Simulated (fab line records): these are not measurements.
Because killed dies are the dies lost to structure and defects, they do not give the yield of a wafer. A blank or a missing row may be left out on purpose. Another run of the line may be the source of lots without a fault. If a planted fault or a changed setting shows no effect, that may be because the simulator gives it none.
Lot-split experiment -- flow n5Finfet -- route with 1938 steps; 7 lots, 39 wafers read

## THE SPLIT ITSELF
At N5_SD_EPI_N_DESCUM_14 (chemistry O2, time 7.9 s), the setting timeS was moved away from the recipe's 7.9 s on 18 of the 39 wafers read, by -59.9% to +36.1%. This setting was run at the recipe's value on the other wafers.

The split's own step is where the reading is taken.

## THE READING
CAR-ArF-block_of_SD_EPI_N_COAT_03.thkNm (the simulator's own value, which no gauge read), in nm, at N5_SD_EPI_N_DESCUM_14 (chemistry O2, time 7.9 s). The file gives no usual value for it. Average 143.7 nm, standard deviation 0.37 nm, over the 21 wafers here run with the recipe.

wafer,"tool, chamber at the split","timeS as run, s",against the recipe,"CAR-ArF-block_of_SD_EPI_N_COAT_03.thkNm, nm",against lot-mates on the recipe
L078.1,"rieDiel-05, 2",7.9,recipe,143.4,-
L078.2,"rieDiel-05, 3,1",10.34,+30.9%,142,-1.5
L078.6,"rieDiel-05, 3,1",10.34,+30.9%,142,-1.5
L078.3,"rieDiel-05, 1",10.34,+30.9%,142.2,-1.3
L078.4,"rieDiel-05, 0",7.9,recipe,143.6,-
L078.5,"rieDiel-05, 0",7.9,recipe,143.6,-
L079.1,"rieDiel-06, 2,0",7.9,recipe,143.8,-
L079.2,"rieDiel-06, 2,0",7.9,recipe,143.8,-
L079.3,"rieDiel-06, 1",3.167,-59.9%,146.6,+2.7
L079.4,"rieDiel-06, 0",3.167,-59.9%,146.2,+2.3
L079.5,"rieDiel-06, 2",3.167,-59.9%,146.4,+2.5
L079.6,"rieDiel-06, 1",7.9,recipe,144,-
L081.1,"rieDiel-01, 2",7.9,recipe,142.6,-
L081.2,"rieDiel-01, 1",10.75,+36.1%,141.4,-1.7
L081.3,"rieDiel-01, 3",7.9,recipe,143.4,-
L081.4,"rieDiel-01, 0",7.9,recipe,143.2,-
L081.5,"rieDiel-01, 3,0",10.75,+36.1%,141.6,-1.5
L081.6,"rieDiel-01, 3,0",10.75,+36.1%,141.6,-1.5
L082.1,"rieDiel-01, 2",10.29,+30.3%,142.2,-1.3
L082.2,"rieDiel-01, 3",10.29,+30.3%,142.4,-1.1
L082.3,"rieDiel-01, 1",7.9,recipe,143.4,-
L082.4,"rieDiel-01, 0",7.9,recipe,143.6,-
L082.5,"rieDiel-01, 0",7.9,recipe,143.6,-
L082.6,"rieDiel-01, 1",10.29,+30.3%,141.8,-1.7
L084.1,"rieDiel-05, 2",7.9,recipe,144.2,-
L084.2,"rieDiel-05, 3",7.9,recipe,143.8,-
L084.3,"rieDiel-05, 1",7.9,recipe,144,-
L084.4,"rieDiel-05, 2,1",3.538,-55.2%,146.8,+2.8
L084.6,"rieDiel-05, 2,1",3.538,-55.2%,146.8,+2.8
L084.5,"rieDiel-05, 3",3.538,-55.2%,146.6,+2.6
L085.1,"rieDiel-06, 0",6.669,-15.6%,145.2,+1.1
L085.2,"rieDiel-06, 2,3",6.669,-15.6%,144.8,+0.7
L085.3,"rieDiel-06, 2,3",6.669,-15.6%,144.8,+0.7
L085.4,"rieDiel-06, 2",7.9,recipe,144,-
L085.5,"rieDiel-06, 3",7.9,recipe,143.8,-
L085.6,"rieDiel-06, 0",7.9,recipe,144.4,-
L093.3,"rieDiel-01, 2,0,3",7.9,recipe,143.8,-
L093.4,"rieDiel-01, 2,0,3",7.9,recipe,143.8,-
L093.5,"rieDiel-01, 2,0,3",7.9,recipe,143.8,-
Rows listing several chambers each stand for several wafers; the file does not say which wafer went through which chamber.

FIT RESULTS
A straight line over all 39 wafers: CAR-ArF-block_of_SD_EPI_N_COAT_03.thkNm changes by -0.0522 nm for each +1% of timeS; r = -0.97; the points scatter about the line by 0.36 nm.
The same after taking each lot's own level away (the mean of its wafers on the recipe; 39 wafers): -0.0456 nm for each +1%; r = -0.99; scatter 0.2 nm.
Per that fit: largest timeS move, reading shift of 2.7 nm.
From 143.07 to 144.07 nm: that is the span of the lots' own levels, equal to 2.7 times the standard deviation above.
Hence the slope depends on the lot-to-lot level, as the two fits are not the same.
Check: +2.75 nm against its lot-mates is what the line predicts for one of the wafers moved furthest among these (-59.9%) when that wafer is left out of the fit. It came out at +2.73 nm against them.

## ADDITIONAL SPLITS CARRIED BY THESE WAFERS
Other splits were also applied to these wafers ahead of the reading. Each is held against what the fit with the lots' levels taken away leaves over:
other split on the same wafers,wafers away from the commonest value,r with CAR-ArF-block_of_SD_EPI_N_COAT_03.thkNm (lot level and that fit taken away)
N5_PMOS_HMC_CHANNEL_EPI_DEVELOP_08 developTimeS,15,+0.17
N5_DUMMY_GATE_DESCUM_20 timeS,9,-0.12

## THE FILE'S OWN FIT
CAR-ArF-block_of_SD_EPI_N_COAT_03.thkNm changes by -0.0457 nm for each +1% of timeS, r = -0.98.
